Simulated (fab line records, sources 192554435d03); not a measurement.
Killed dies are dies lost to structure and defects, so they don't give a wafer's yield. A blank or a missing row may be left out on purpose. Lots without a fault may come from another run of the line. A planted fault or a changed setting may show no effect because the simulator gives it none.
Split-lot experiment | flow n5_finfet | 7 lots, 21 wafers read, on a route of 1938 steps

THE SPLIT
At N5_BEOL_M7_COAT_71 (time 60 s, resist thk 5 nm), the setting spin_rpm was moved away from the recipe's 1500 rpm on 9 of the 21 wafers read, by -10.8% to +7.5%. The other wafers ran this setting at the recipe's value.

FROM THE SPLIT TO THE READING: what the file shows between them, 4 steps
- N5_BEOL_M7_COAT_22: resist thk 30 nm (also split here: spin_rpm)
- N5_BEOL_M7_EBR_24
- N5_BEOL_M7_SOFTBAKE_23: time 60 s
- N5_BEOL_M7_DESCUM_33: chemistry O2, time 7 s

THE READING
etch.depth_nm (the simulator's own value, which no gauge read), in nm, at N5_BEOL_M7_ETCH_72 (etches underlayer in N2/H2, target depth 6.5 nm, time 5.2 s). The file gives no usual value for it. The 12 wafers here that ran the recipe average 4.999 nm, standard deviation 0.011 nm.

wafer  | tool, chamber at the split | spin_rpm as run, rpm | against the recipe | etch.depth_nm, nm | against lot-mates on the recipe
L075.1 | litho_track-02, 0          | 1500                 | recipe             | 4.989             | -
L075.2 | litho_track-02, 0          | 1500                 | recipe             | 4.993             | -
L075.3 | litho_track-02, 0          | 1500                 | recipe             | 4.981             | -
L076.1 | litho_track-03, 0          | 1612                 | +7.5%              | 4.813             | no lot-mate on the recipe
L076.2 | litho_track-03, 0          | 1612                 | +7.5%              | 4.814             | no lot-mate on the recipe
L076.6 | litho_track-03, 0          | 1612                 | +7.5%              | 4.802             | no lot-mate on the recipe
L077.4 | litho_track-05, 0          | 1500                 | recipe             | 5.003             | -
L077.5 | litho_track-05, 0          | 1410                 | -6.0%              | 5.167             | +0.164
L077.6 | litho_track-05, 0          | 1410                 | -6.0%              | 5.165             | +0.162
L080.1 | litho_track-03, 0          | 1500                 | recipe             | 5.022             | -
L080.5 | litho_track-03, 0          | 1500                 | recipe             | 5.001             | -
L080.6 | litho_track-03, 0          | 1500                 | recipe             | 5.011             | -
L085.1 | litho_track-02, 0          | 1500                 | recipe             | 4.993             | -
L085.2 | litho_track-02, 0          | 1500                 | recipe             | 4.991             | -
L085.5 | litho_track-02, 0          | 1500                 | recipe             | 4.989             | -
L095.1 | litho_track-03, 0          | 1599                 | +6.6%              | 4.845             | -0.165
L095.3 | litho_track-03, 0          | 1599                 | +6.6%              | 4.846             | -0.164
L095.6 | litho_track-03, 0          | 1500                 | recipe             | 5.01              | -
L096.1 | litho_track-05, 0          | 1338                 | -10.8%             | 5.282             | +0.282
L096.4 | litho_track-05, 0          | 1500                 | recipe             | 5                 | -
L096.6 | litho_track-05, 0          | 1338                 | -10.8%             | 5.288             | +0.288

THE FIT
A straight line over all 21 wafers: etch.depth_nm changes by -0.0258 nm for each +1% of spin_rpm; r = -1.00; the points scatter about the line by 0.011 nm.
The same after taking each lot's own level away (the mean of its wafers on the recipe; 18 wafers): -0.0261 nm for each +1%; r = -1.00; scatter 0.0055 nm.
On that fit, the largest move of spin_rpm shifts the reading by 0.28 nm.
The lots' own levels span 4.9877 to 5.0113 nm, that is 2.1 times the standard deviation above.
So the lot-to-lot level changes the slope little: the two slopes agree.
Check: with one of the wafers moved furthest among these (-10.8%) left out of the fit, the line predicts +0.285 nm for it against its lot-mates. It came out at +0.282 nm against them.

OTHER SPLITS ON THESE WAFERS
These wafers also went through other splits before the reading. Each is held against what the fit with the lots' levels taken away leaves over:
other split on the same wafers     | wafers away from the commonest value | r with etch.depth_nm (lot level and that fit taken away)
N5_BEOL_M1_COAT_05 spin_rpm        | 7                                    | +0.17
N5_BEOL_M3_COAT_05 spin_rpm        | 6                                    | +0.03
N5_BEOL_M4_TRENCH_ETCH_37 source_w | 8                                    | -0.17
N5_BEOL_M5_COAT_05 spin_rpm        | 5                                    | -0.10
N5_BEOL_M6_ETCH_66 bias_w          | 11                                   | +0.02
N5_BEOL_M6_TRENCH_ETCH_37 bias_w   | 2                                    | -0.20
N5_BEOL_M7_COAT_22 spin_rpm        | 9                                    | -0.05

THE FILE'S OWN FIT
etch.depth_nm changes by -0.0262 nm for each +1% of spin_rpm, r = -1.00.
